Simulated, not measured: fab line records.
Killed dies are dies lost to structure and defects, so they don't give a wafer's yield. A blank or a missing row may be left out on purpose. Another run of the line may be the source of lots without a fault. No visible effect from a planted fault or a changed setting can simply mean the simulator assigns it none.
Matching of chambers	flow nandHarc	4 sister chambers for NHARC_A_STAIRCASE_ALD_420 on aldHk-04
The step deposits SiO2, target thk 20 nm, pulse time 6 s, ald cycles 200. 4 wafers are shown with their chamber, then 10 later ones without.

## WAFERS, EACH WITH ITS CHAMBER
wafer	chamber	heaterPowerOuterW (W)
L083.6	0	254
L085.1	1	275
L084.1	3	287
L084.2	2	302

## WAFERS WHOSE CHAMBER IS MISSING
wafer	heaterPowerOuterW (W)
L084.3	255
L087.2	288
L087.5	277
L087.6	300
L088.2	254
L088.3	291
L088.5	294
L097.3	265
L097.4	295
L097.6	263

## CHAMBER TAKEN BY EACH
wafer	from the rows above	in truth
L084.3	0	0
L087.2	3	3
L087.5	can't be placed: 1 or 3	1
L087.6	can't be placed: 2 or 3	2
L088.2	0	0
L088.3	can't be placed: 3 or 2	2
L088.5	can't be placed: 3 or 2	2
L097.3	can't be placed: 1 or 0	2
L097.4	can't be placed: 2 or 3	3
L097.6	can't be placed: 0 or 1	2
3 of 10 placed correctly. Unplaceable from these rows: 7, with the true chamber sitting among the candidates in 5. Number placed wrongly: 0.
How it was worked out, from the rows above alone: a wafer's distance from a chamber is the root of the sum, over the readings, of the square of ((its reading less the chamber's mean) divided by the reading's scatter). If the next closest chamber is less than 2 further off than the closest, the wafer can't be placed; otherwise it belongs to the closest. Each chamber's mean is taken over the wafers shown for it. The scatter: root of mean squared gap, hidden wafer to nearest shown wafer, with one shown wafer a chamber.
